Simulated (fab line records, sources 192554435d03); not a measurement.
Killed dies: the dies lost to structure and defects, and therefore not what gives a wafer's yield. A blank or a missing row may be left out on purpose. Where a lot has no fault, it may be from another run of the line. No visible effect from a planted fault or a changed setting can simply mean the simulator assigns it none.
Which tool is to blame? :: flow n5-finfet :: 20 lots, 60 wafers sampled, at 4 steps of a route of 1938

## WHAT THE GAUGES READ, wafer by wafer
N5_MOL_CONTACT_COAG_CD_MEAS_08 targets a cd of 28 nm. Usual: cd-nm 28.05 nm, standard deviation 0.23.
lot: L076
measured: day 5 03:30
on: cd-sem-03
cd-nm (nm): 28.38 28.35 28.15
flag: 

lot: L077
measured: day 5 08:34
on: cd-sem-01
cd-nm (nm): 28.14 27.96 28.03
flag: 

lot: L078
measured: day 5 16:41
on: cd-sem-02
cd-nm (nm): 27.86 28.13 27.89
flag: 

lot: L079
measured: day 5 22:59
on: cd-sem-02
cd-nm (nm): 28.00 27.80 27.75
flag: 

lot: L080
measured: day 6 05:57
on: cd-sem-03
cd-nm (nm): 28.31 27.87 28.29
flag: 

lot: L081
measured: day 6 09:56
on: cd-sem-02
cd-nm (nm): 27.90 28.09 27.84
flag: 

lot: L082
measured: day 6 16:11
on: cd-sem-02
cd-nm (nm): 28.35 27.89 28.08
flag: 

lot: L083
measured: day 6 20:05
on: cd-sem-03
cd-nm (nm): 27.73 28.14 28.26
flag: 

lot: L085
measured: day 7 13:25
on: cd-sem-02
cd-nm (nm): 28.16 27.78 28.20
flag: 

lot: L086
measured: day 7 20:37
on: cd-sem-03
cd-nm (nm): 27.75 28.65 27.87
flag: 

lot: L087
measured: day 7 23:30
on: cd-sem-01
cd-nm (nm): 28.05 28.27 28.20
flag: 

lot: L088
measured: day 8 02:53
on: cd-sem-03
cd-nm (nm): 27.98 28.01 27.84
flag: 

lot: L089
measured: day 8 10:44
on: cd-sem-01
cd-nm (nm): 27.58 27.79 28.12
flag: 

lot: L091
measured: day 9 00:56
on: cd-sem-02
cd-nm (nm): 28.04 27.93 27.73
flag: 

lot: L092
measured: day 9 04:23
on: cd-sem-03
cd-nm (nm): 28.07 28.23 27.96
flag: 

lot: L093
measured: day 9 10:44
on: cd-sem-01
cd-nm (nm): 27.84 28.23 28.18
flag: 

lot: L094
measured: day 9 15:58
on: cd-sem-01
cd-nm (nm): 28.17 28.21 27.83
flag: 

lot: L095
measured: day 9 23:05
on: cd-sem-01
cd-nm (nm): 27.91 27.75 28.11
flag: 

lot: L096
measured: day 10 07:14
on: cd-sem-02
cd-nm (nm): 27.97 27.88 28.06
flag: 

lot: L097
measured: day 10 09:05
on: cd-sem-02
cd-nm (nm): 27.94 28.02 28.17
flag: 

N5_MOL_CONTACT_COAG_INSPECT_10: inspects for defects (brightfield). Usual: raw-defect-count 65, standard deviation 25.
lot: L076
measured: day 5 03:35
on: defect-inspect-02
raw-defect-count: 67 20 48
flag: 

lot: L077
measured: day 5 08:39
on: defect-inspect-02
raw-defect-count: 86 57 37
flag: 

lot: L078
measured: day 5 16:46
on: defect-inspect-01
raw-defect-count: 68 86 41
flag: 

lot: L079
measured: day 5 23:04
on: defect-inspect-02
raw-defect-count: 98 82 88
flag: 

lot: L080
measured: day 6 06:02
on: defect-inspect-01
raw-defect-count: 63 92 46
flag: 

lot: L081
measured: day 6 10:02
on: defect-inspect-01
raw-defect-count: 78 65 46
flag: 

lot: L082
measured: day 6 16:16
on: defect-inspect-01
raw-defect-count: 35 57 45
flag: 

lot: L083
measured: day 6 20:11
on: defect-inspect-01
raw-defect-count: 113 95 99
flag: 

lot: L085
measured: day 7 13:31
on: defect-inspect-02
raw-defect-count: 53 46 68
flag: 

lot: L086
measured: day 7 20:42
on: defect-inspect-02
raw-defect-count: 52 69 43
flag: 

lot: L087
measured: day 7 23:35
on: defect-inspect-01
raw-defect-count: 51 51 35
flag: 

lot: L088
measured: day 8 02:58
on: defect-inspect-01
raw-defect-count: 56 33 38
flag: 

lot: L089
measured: day 8 10:49
on: defect-inspect-02
raw-defect-count: 89 88 124
flag: 

lot: L091
measured: day 9 01:02
on: defect-inspect-01
raw-defect-count: 72 78 62
flag: 

lot: L092
measured: day 9 04:28
on: defect-inspect-01
raw-defect-count: 37 30 54
flag: 

lot: L093
measured: day 9 10:50
on: defect-inspect-02
raw-defect-count: 58 45 70
flag: 

lot: L094
measured: day 9 16:04
on: defect-inspect-01
raw-defect-count: 46 58 61
flag: 

lot: L095
measured: day 9 23:10
on: defect-inspect-01
raw-defect-count: 57 86 118
flag: 

lot: L096
measured: day 10 07:19
on: defect-inspect-01
raw-defect-count: 42 57 42
flag: 

lot: L097
measured: day 10 09:11
on: defect-inspect-01
raw-defect-count: 63 56 65
flag: 

## TOOL THAT RAN EACH LOT (tool first, then ch and the chambers of the sampled wafers, then the start)
lot: L076
N5_GATE_CUT_ETCHBACK_30: rie-metal-02 ch 0,1, day 4 20:07
N5_GATE_CUT_ETCH_19: rie-diel-06 ch 1,2,3, day 4 23:59

lot: L077
N5_GATE_CUT_ETCHBACK_30: rie-metal-01 ch 0,1, day 5 01:05
N5_GATE_CUT_ETCH_19: rie-diel-01 ch 0,1,3, day 5 05:11

lot: L078
N5_GATE_CUT_ETCHBACK_30: rie-metal-03 ch 0,1, day 5 09:28
N5_GATE_CUT_ETCH_19: rie-diel-01 ch 1,2, day 5 13:16

lot: L079
N5_GATE_CUT_ETCHBACK_30: rie-metal-03 ch 0,1, day 5 15:38
N5_GATE_CUT_ETCH_19: rie-diel-06 ch 0,1,3, day 5 19:30

lot: L080
N5_GATE_CUT_ETCHBACK_30: rie-metal-02 ch 0,1, day 5 19:57
N5_GATE_CUT_ETCH_19: rie-diel-01 ch 0,2,3, day 6 01:52

lot: L081
N5_GATE_CUT_ETCHBACK_30: rie-metal-02 ch 0, day 6 01:46
N5_GATE_CUT_ETCH_19: rie-diel-04 ch 2,3, day 6 06:34

lot: L082
N5_GATE_CUT_ETCHBACK_30: rie-metal-03 ch 0,1, day 6 08:20
N5_GATE_CUT_ETCH_19: rie-diel-04 ch 1,2,3, day 6 12:18

lot: L083
N5_GATE_CUT_ETCHBACK_30: rie-metal-01 ch 0,1, day 6 12:56
N5_GATE_CUT_ETCH_19: rie-diel-04 ch 0,1,3, day 6 16:41

lot: L085
N5_GATE_CUT_ETCHBACK_30: rie-metal-01 ch 0,1, day 7 05:59
N5_GATE_CUT_ETCH_19: rie-diel-06 ch 1,3, day 7 09:54

lot: L086
N5_GATE_CUT_ETCHBACK_30: rie-metal-03 ch 0,1, day 7 13:20
N5_GATE_CUT_ETCH_19: rie-diel-04 ch 0,1,2, day 7 17:14

lot: L087
N5_GATE_CUT_ETCHBACK_30: rie-metal-01 ch 0,1, day 7 16:23
N5_GATE_CUT_ETCH_19: rie-diel-06 ch 0,1,3, day 7 20:08

lot: L088
N5_GATE_CUT_ETCHBACK_30: rie-metal-01 ch 0,1, day 7 19:29
N5_GATE_CUT_ETCH_19: rie-diel-06 ch 2,3, day 7 23:21

lot: L089
N5_GATE_CUT_ETCHBACK_30: rie-metal-01 ch 0,1, day 8 02:48
N5_GATE_CUT_ETCH_19: rie-diel-04 ch 0,1,3, day 8 06:57

lot: L091
N5_GATE_CUT_ETCHBACK_30: rie-metal-03 ch 1, day 8 17:35
N5_GATE_CUT_ETCH_19: rie-diel-01 ch 0,1, day 8 21:22

lot: L092
N5_GATE_CUT_ETCHBACK_30: rie-metal-02 ch 0,1, day 8 19:32
N5_GATE_CUT_ETCH_19: rie-diel-06 ch 1,2,3, day 8 23:58

lot: L093
N5_GATE_CUT_ETCHBACK_30: rie-metal-02 ch 0,1, day 9 03:11
N5_GATE_CUT_ETCH_19: rie-diel-06 ch 1,2,3, day 9 07:14

lot: L094
N5_GATE_CUT_ETCHBACK_30: rie-metal-02 ch 0,1, day 9 08:40
N5_GATE_CUT_ETCH_19: rie-diel-06 ch 0,1,2, day 9 12:34

lot: L095
N5_GATE_CUT_ETCHBACK_30: rie-metal-02 ch 0,1, day 9 15:55
N5_GATE_CUT_ETCH_19: rie-diel-04 ch 0,1,3, day 9 19:40

lot: L096
N5_GATE_CUT_ETCHBACK_30: rie-metal-03 ch 0,1, day 9 23:40
N5_GATE_CUT_ETCH_19: rie-diel-04 ch 0,2,3, day 10 03:44

lot: L097
N5_GATE_CUT_ETCHBACK_30: rie-metal-03 ch 0,1, day 10 01:30
N5_GATE_CUT_ETCH_19: rie-diel-06 ch 0,3, day 10 05:34
- N5_GATE_CUT_ETCHBACK_30: etches TiN in Cl2/Ar, target depth 3 nm.
- N5_GATE_CUT_ETCH_19: etches SiNx in CH3F/O2, target depth 53.7 nm, time 76.7 s.

## WHAT THE TOOLS THEMSELVES READ (means of the sampled wafers that have a number; where no wafer has one, the mark that the record gives instead)
N5_GATE_CUT_ETCHBACK_30. Usual: bias-w 60.02 W (standard deviation 0.18); chamber-pressure-mTorr 10.000 mTorr (standard deviation 0.0084); drypump-motor-current-A 5.5 A (standard deviation 0.35); he-backside-leak-sccm 3.44 sccm (standard deviation 0.28); oes_ar_750_au 0.71 a.u. (standard deviation 0.11); oes-product-au 0.71 a.u. (standard deviation 0.11); throttle-valve-pct 20.83 % (standard deviation 0.19).
lot: L076
tool: rie-metal-02
bias-w (W): 60.07
chamber-pressure-mTorr (mTorr): 9.995
drypump-motor-current-A (A): 5.6
he-backside-leak-sccm (sccm): 3.52
oes_ar_750_au (a.u.): 0.65
oes-product-au (a.u.): 0.64
throttle-valve-pct (%): 20.79
flag: 

lot: L077
tool: rie-metal-01
bias-w (W): 60.06
chamber-pressure-mTorr (mTorr): 9.994
drypump-motor-current-A (A): 5.8
he-backside-leak-sccm (sccm): 3.33
oes_ar_750_au (a.u.): 0.69
oes-product-au (a.u.): 0.69
throttle-valve-pct (%): 20.91
flag: 

lot: L078
tool: rie-metal-03
bias-w (W): 60.14
chamber-pressure-mTorr (mTorr): 10.000
drypump-motor-current-A (A): 5.3
he-backside-leak-sccm (sccm): 3.36
oes_ar_750_au (a.u.): 0.71
oes-product-au (a.u.): 0.73
throttle-valve-pct (%): 20.91
flag: 

lot: L079
tool: rie-metal-03
bias-w (W): 59.92
chamber-pressure-mTorr (mTorr): 10.005
drypump-motor-current-A (A): 5.3
he-backside-leak-sccm (sccm): 3.37
oes_ar_750_au (a.u.): 0.71
oes-product-au (a.u.): 0.72
throttle-valve-pct (%): 20.90
flag: 

lot: L080
tool: rie-metal-02
bias-w (W): 60.08
chamber-pressure-mTorr (mTorr): 10.000
drypump-motor-current-A (A): 5.6
he-backside-leak-sccm (sccm): 3.69
oes_ar_750_au (a.u.): 0.64
oes-product-au (a.u.): 0.64
throttle-valve-pct (%): 20.81
flag: 

lot: L081
tool: rie-metal-02
bias-w (W): 60.13
chamber-pressure-mTorr (mTorr): 10.003
drypump-motor-current-A (A): 5.3
he-backside-leak-sccm (sccm): 3.43
oes_ar_750_au (a.u.): 0.66
oes-product-au (a.u.): 0.65
throttle-valve-pct (%): 20.69
flag: 

lot: L082
tool: rie-metal-03
bias-w (W): 60.00
chamber-pressure-mTorr (mTorr): 10.004
drypump-motor-current-A (A): 5.3
he-backside-leak-sccm (sccm): 3.28
oes_ar_750_au (a.u.): 0.80
oes-product-au (a.u.): 0.82
throttle-valve-pct (%): 20.73
flag: 

lot: L083
tool: rie-metal-01
bias-w (W): 59.91
chamber-pressure-mTorr (mTorr): 10.000
drypump-motor-current-A (A): 5.4
he-backside-leak-sccm (sccm): 3.57
oes_ar_750_au (a.u.): 0.69
oes-product-au (a.u.): 0.68
throttle-valve-pct (%): 21.00
flag: 

lot: L085
tool: rie-metal-01
bias-w (W): 60.02
chamber-pressure-mTorr (mTorr): 10.003
drypump-motor-current-A (A): 5.8
he-backside-leak-sccm (sccm): 3.31
oes_ar_750_au (a.u.): 0.69
oes-product-au (a.u.): 0.67
throttle-valve-pct (%): 20.93
flag: 

lot: L086
tool: rie-metal-03
bias-w (W): 60.04
chamber-pressure-mTorr (mTorr): 9.997
drypump-motor-current-A (A): 5.3
he-backside-leak-sccm (sccm): 3.53
oes_ar_750_au (a.u.): 0.69
oes-product-au (a.u.): 0.70
throttle-valve-pct (%): 20.93
flag: 

lot: L087
tool: rie-metal-01
bias-w (W): 59.85
chamber-pressure-mTorr (mTorr): 9.993
drypump-motor-current-A (A): 5.4
he-backside-leak-sccm (sccm): 3.50
oes_ar_750_au (a.u.): 0.68
oes-product-au (a.u.): 0.67
throttle-valve-pct (%): 21.03
flag: 

lot: L088
tool: rie-metal-01
bias-w (W): 60.05
chamber-pressure-mTorr (mTorr): 10.011
drypump-motor-current-A (A): 5.4
he-backside-leak-sccm (sccm): 3.58
oes_ar_750_au (a.u.): 0.68
oes-product-au (a.u.): 0.68
throttle-valve-pct (%): 21.02
flag: 

lot: L089
tool: rie-metal-01
bias-w (W): 59.91
chamber-pressure-mTorr (mTorr): 10.004
drypump-motor-current-A (A): 5.8
he-backside-leak-sccm (sccm): 3.46
oes_ar_750_au (a.u.): 0.68
oes-product-au (a.u.): 0.67
throttle-valve-pct (%): 20.92
flag: 

lot: L091
tool: rie-metal-03
bias-w (W): 60.29
chamber-pressure-mTorr (mTorr): 9.997
drypump-motor-current-A (A): 5.2
he-backside-leak-sccm (sccm): 3.10
oes_ar_750_au (a.u.): 0.86
oes-product-au (a.u.): 0.87
throttle-valve-pct (%): 20.60
flag: 

lot: L092
tool: rie-metal-02
bias-w (W): 60.03
chamber-pressure-mTorr (mTorr): 10.002
drypump-motor-current-A (A): 5.5
he-backside-leak-sccm (sccm): 3.47
oes_ar_750_au (a.u.): 0.65
oes-product-au (a.u.): 0.64
throttle-valve-pct (%): 20.76
flag: 

lot: L093
tool: rie-metal-02
bias-w (W): 59.87
chamber-pressure-mTorr (mTorr): 9.997
drypump-motor-current-A (A): 5.5
he-backside-leak-sccm (sccm): 3.51
oes_ar_750_au (a.u.): 0.65
oes-product-au (a.u.): 0.63
throttle-valve-pct (%): 20.75
flag: 

lot: L094
tool: rie-metal-02
bias-w (W): 59.87
chamber-pressure-mTorr (mTorr): 9.995
drypump-motor-current-A (A): 5.5
he-backside-leak-sccm (sccm): 3.61
oes_ar_750_au (a.u.): 0.64
oes-product-au (a.u.): 0.64
throttle-valve-pct (%): 20.76
flag: 

lot: L095
tool: rie-metal-02
bias-w (W): 59.92
chamber-pressure-mTorr (mTorr): 10.000
drypump-motor-current-A (A): 5.5
he-backside-leak-sccm (sccm): 3.59
oes_ar_750_au (a.u.): 0.64
oes-product-au (a.u.): 0.63
throttle-valve-pct (%): 20.77
flag: 

lot: L096
tool: rie-metal-03
bias-w (W): 60.03
chamber-pressure-mTorr (mTorr): 9.999
drypump-motor-current-A (A): 5.3
he-backside-leak-sccm (sccm): 3.43
oes_ar_750_au (a.u.): 0.92
oes-product-au (a.u.): 0.94
throttle-valve-pct (%): 20.78
flag: 

lot: L097
tool: rie-metal-03
bias-w (W): 60.02
chamber-pressure-mTorr (mTorr): 10.006
drypump-motor-current-A (A): 5.3
he-backside-leak-sccm (sccm): 3.35
oes_ar_750_au (a.u.): 0.89
oes-product-au (a.u.): 0.89
throttle-valve-pct (%): 20.67
flag: 

N5_GATE_CUT_ETCH_19. Usual: CH3F_flow_sccm 30.01 sccm, standard deviation 0.085; bias-w 72.97 W, standard deviation 0.22; chamber-pressure-mTorr 30.00 mTorr, standard deviation 0.03; drypump-motor-current-A 5.7 A, standard deviation 0.6; etch-rf-on-time-s 76.4 s, standard deviation 1.2; oes_ar_750_au 0.82 a.u., standard deviation 0.093; oes-product-au 0.70 a.u., standard deviation 0.083; rf-vpp-V 298.8 V, standard deviation 2.8; showerhead-plenum-p-Torr 2.01 Torr, standard deviation 0.07; throttle-valve-pct 16.32 %, standard deviation 0.2.
lot: L076
tool: rie-diel-06
CH3F_flow_sccm (sccm): 30.02
bias-w (W): 73.01
chamber-pressure-mTorr (mTorr): 29.99
drypump-motor-current-A (A): 5.5
etch-rf-on-time-s (s): 77.6
oes_ar_750_au (a.u.): 0.73
oes-product-au (a.u.): 0.62
rf-vpp-V (V): 300.4
showerhead-plenum-p-Torr (Torr): 1.98
throttle-valve-pct (%): 16.60
flag: 

lot: L077
tool: rie-diel-01
CH3F_flow_sccm (sccm): 29.97
bias-w (W): 73.06
chamber-pressure-mTorr (mTorr): 29.98
drypump-motor-current-A (A): 5.8
etch-rf-on-time-s (s): 77.6
oes_ar_750_au (a.u.): 0.82
oes-product-au (a.u.): 0.68
rf-vpp-V (V): 294.8
showerhead-plenum-p-Torr (Torr): 2.02
throttle-valve-pct (%): 16.22
flag: 

lot: L078
tool: rie-diel-01
CH3F_flow_sccm (sccm): 30.04
bias-w (W): 73.17
chamber-pressure-mTorr (mTorr): 30.00
drypump-motor-current-A (A): 6.2
etch-rf-on-time-s (s): 76.8
oes_ar_750_au (a.u.): 0.83
oes-product-au (a.u.): 0.70
rf-vpp-V (V): 294.8
showerhead-plenum-p-Torr (Torr): 2.00
throttle-valve-pct (%): 16.25
flag: 

lot: L079
tool: rie-diel-06
CH3F_flow_sccm (sccm): 29.94
bias-w (W): 72.76
chamber-pressure-mTorr (mTorr): 29.99
drypump-motor-current-A (A): 5.4
etch-rf-on-time-s (s): 77.3
oes_ar_750_au (a.u.): 0.80
oes-product-au (a.u.): 0.68
rf-vpp-V (V): 299.2
showerhead-plenum-p-Torr (Torr): 1.98
throttle-valve-pct (%): 16.38
flag: 

lot: L080
tool: rie-diel-01
CH3F_flow_sccm (sccm): 29.96
bias-w (W): 72.89
chamber-pressure-mTorr (mTorr): 29.98
drypump-motor-current-A (A): 5.2
etch-rf-on-time-s (s): 76.3
oes_ar_750_au (a.u.): 0.78
oes-product-au (a.u.): 0.67
rf-vpp-V (V): 296.9
showerhead-plenum-p-Torr (Torr): 1.98
throttle-valve-pct (%): 16.29
flag: 

lot: L081
tool: rie-diel-04
CH3F_flow_sccm (sccm): 29.99
bias-w (W): 72.85
chamber-pressure-mTorr (mTorr): 30.00
drypump-motor-current-A (A): 6.0
etch-rf-on-time-s (s): 75.7
oes_ar_750_au (a.u.): 0.88
oes-product-au (a.u.): 0.76
rf-vpp-V (V): 301.0
showerhead-plenum-p-Torr (Torr): 2.01
throttle-valve-pct (%): 16.21
flag: 

lot: L082
tool: rie-diel-04
CH3F_flow_sccm (sccm): 30.03
bias-w (W): 73.14
chamber-pressure-mTorr (mTorr): 30.00
drypump-motor-current-A (A): 6.0
etch-rf-on-time-s (s): 76.6
oes_ar_750_au (a.u.): 0.83
oes-product-au (a.u.): 0.71
rf-vpp-V (V): 300.1
showerhead-plenum-p-Torr (Torr): 2.03
throttle-valve-pct (%): 16.32
flag: 

lot: L083
tool: rie-diel-04
CH3F_flow_sccm (sccm): 29.97
bias-w (W): 72.94
chamber-pressure-mTorr (mTorr): 29.97
drypump-motor-current-A (A): 5.7
etch-rf-on-time-s (s): 75.0
oes_ar_750_au (a.u.): 0.90
oes-product-au (a.u.): 0.77
rf-vpp-V (V): 300.6
showerhead-plenum-p-Torr (Torr): 2.09
throttle-valve-pct (%): 16.19
flag: 

lot: L085
tool: rie-diel-06
CH3F_flow_sccm (sccm): 29.96
bias-w (W): 73.15
chamber-pressure-mTorr (mTorr): 30.00
drypump-motor-current-A (A): 5.0
etch-rf-on-time-s (s): 77.9
oes_ar_750_au (a.u.): 0.73
oes-product-au (a.u.): 0.62
rf-vpp-V (V): 301.4
showerhead-plenum-p-Torr (Torr): 1.96
throttle-valve-pct (%): 16.49
flag: 

lot: L086
tool: rie-diel-04
CH3F_flow_sccm (sccm): 30.02
bias-w (W): 73.14
chamber-pressure-mTorr (mTorr): 29.98
drypump-motor-current-A (A): 5.8
etch-rf-on-time-s (s): 75.7
oes_ar_750_au (a.u.): 0.83
oes-product-au (a.u.): 0.72
rf-vpp-V (V): 299.2
showerhead-plenum-p-Torr (Torr): 2.05
throttle-valve-pct (%): 16.33
flag: 

lot: L087
tool: rie-diel-06
CH3F_flow_sccm (sccm): 30.01
bias-w (W): 72.99
chamber-pressure-mTorr (mTorr): 29.98
drypump-motor-current-A (A): 5.4
etch-rf-on-time-s (s): 76.3
oes_ar_750_au (a.u.): 0.79
oes-product-au (a.u.): 0.68
rf-vpp-V (V): 299.8
showerhead-plenum-p-Torr (Torr): 1.98
throttle-valve-pct (%): 16.40
flag: 

lot: L088
tool: rie-diel-06
CH3F_flow_sccm (sccm): 30.00
bias-w (W): 72.85
chamber-pressure-mTorr (mTorr): 30.02
drypump-motor-current-A (A): 5.6
etch-rf-on-time-s (s): 76.5
oes_ar_750_au (a.u.): 0.79
oes-product-au (a.u.): 0.69
rf-vpp-V (V): 299.0
showerhead-plenum-p-Torr (Torr): 1.95
throttle-valve-pct (%): 16.56
flag: 

lot: L089
tool: rie-diel-04
CH3F_flow_sccm (sccm): 30.12
bias-w (W): 73.00
chamber-pressure-mTorr (mTorr): 30.02
drypump-motor-current-A (A): 5.7
etch-rf-on-time-s (s): 76.1
oes_ar_750_au (a.u.): 0.86
oes-product-au (a.u.): 0.74
rf-vpp-V (V): 299.7
showerhead-plenum-p-Torr (Torr): 2.09
throttle-valve-pct (%): 16.20
flag: 

lot: L091
tool: rie-diel-01
CH3F_flow_sccm (sccm): 30.00
bias-w (W): 73.27
chamber-pressure-mTorr (mTorr): 30.02
drypump-motor-current-A (A): 6.3
etch-rf-on-time-s (s): 77.7
oes_ar_750_au (a.u.): 0.83
oes-product-au (a.u.): 0.70
rf-vpp-V (V): 293.6
showerhead-plenum-p-Torr (Torr): 2.03
throttle-valve-pct (%): 16.22
flag: 

lot: L092
tool: rie-diel-06
CH3F_flow_sccm (sccm): 30.03
bias-w (W): 72.81
chamber-pressure-mTorr (mTorr): 29.98
drypump-motor-current-A (A): 5.5
etch-rf-on-time-s (s): 75.9
oes_ar_750_au (a.u.): 0.79
oes-product-au (a.u.): 0.69
rf-vpp-V (V): 300.6
showerhead-plenum-p-Torr (Torr): 1.98
throttle-valve-pct (%): 16.47
flag: 

lot: L093
tool: rie-diel-06
CH3F_flow_sccm (sccm): 30.10
bias-w (W): 73.02
chamber-pressure-mTorr (mTorr): 29.99
drypump-motor-current-A (A): 5.6
etch-rf-on-time-s (s): 77.0
oes_ar_750_au (a.u.): 0.78
oes-product-au (a.u.): 0.68
rf-vpp-V (V): 300.4
showerhead-plenum-p-Torr (Torr): 1.98
throttle-valve-pct (%): 16.48
flag: 

lot: L094
tool: rie-diel-06
CH3F_flow_sccm (sccm): 29.98
bias-w (W): 73.10
chamber-pressure-mTorr (mTorr): 29.97
drypump-motor-current-A (A): 5.9
etch-rf-on-time-s (s): 75.8
oes_ar_750_au (a.u.): 0.85
oes-product-au (a.u.): 0.73
rf-vpp-V (V): 300.9
showerhead-plenum-p-Torr (Torr): 2.03
throttle-valve-pct (%): 16.28
flag: 

lot: L095
tool: rie-diel-04
CH3F_flow_sccm (sccm): 30.12
bias-w (W): 72.91
chamber-pressure-mTorr (mTorr): 29.99
drypump-motor-current-A (A): 5.7
etch-rf-on-time-s (s): 76.1
oes_ar_750_au (a.u.): 0.85
oes-product-au (a.u.): 0.73
rf-vpp-V (V): 298.3
showerhead-plenum-p-Torr (Torr): 2.08
throttle-valve-pct (%): 16.23
flag: 

lot: L096
tool: rie-diel-04
CH3F_flow_sccm (sccm): 30.05
bias-w (W): 72.88
chamber-pressure-mTorr (mTorr): 29.99
drypump-motor-current-A (A): 5.8
etch-rf-on-time-s (s): 76.3
oes_ar_750_au (a.u.): 0.84
oes-product-au (a.u.): 0.73
rf-vpp-V (V): 300.5
showerhead-plenum-p-Torr (Torr): 2.03
throttle-valve-pct (%): 16.24
flag: 

lot: L097
tool: rie-diel-06
CH3F_flow_sccm (sccm): 29.97
bias-w (W): 72.99
chamber-pressure-mTorr (mTorr): 29.99
drypump-motor-current-A (A): 5.9
etch-rf-on-time-s (s): 76.0
oes_ar_750_au (a.u.): 0.82
oes-product-au (a.u.): 0.71
rf-vpp-V (V): 297.0
showerhead-plenum-p-Torr (Torr): 1.99
throttle-valve-pct (%): 16.31
flag: 

## THE ANSWER, worked out from the rows above alone
Rule: take the mean of a lot's wafers that have a number; if it is more than 3 standard deviations from the usual mean, the lot is off. Also off: a lot with no number at a reading for which 4 or more lots have one. All remaining lots with rows at the step are treated as sound. First the gauges in route order, then the tools' own readings, where a lot's mean is used as printed above. At the first step where some lot is off, the reading lying furthest off is the one used; lots without a number count as furthest.
Across all readings shown, no lot is off: no conclusion can be drawn from this.

## WHAT THE SIMULATOR PUT IN
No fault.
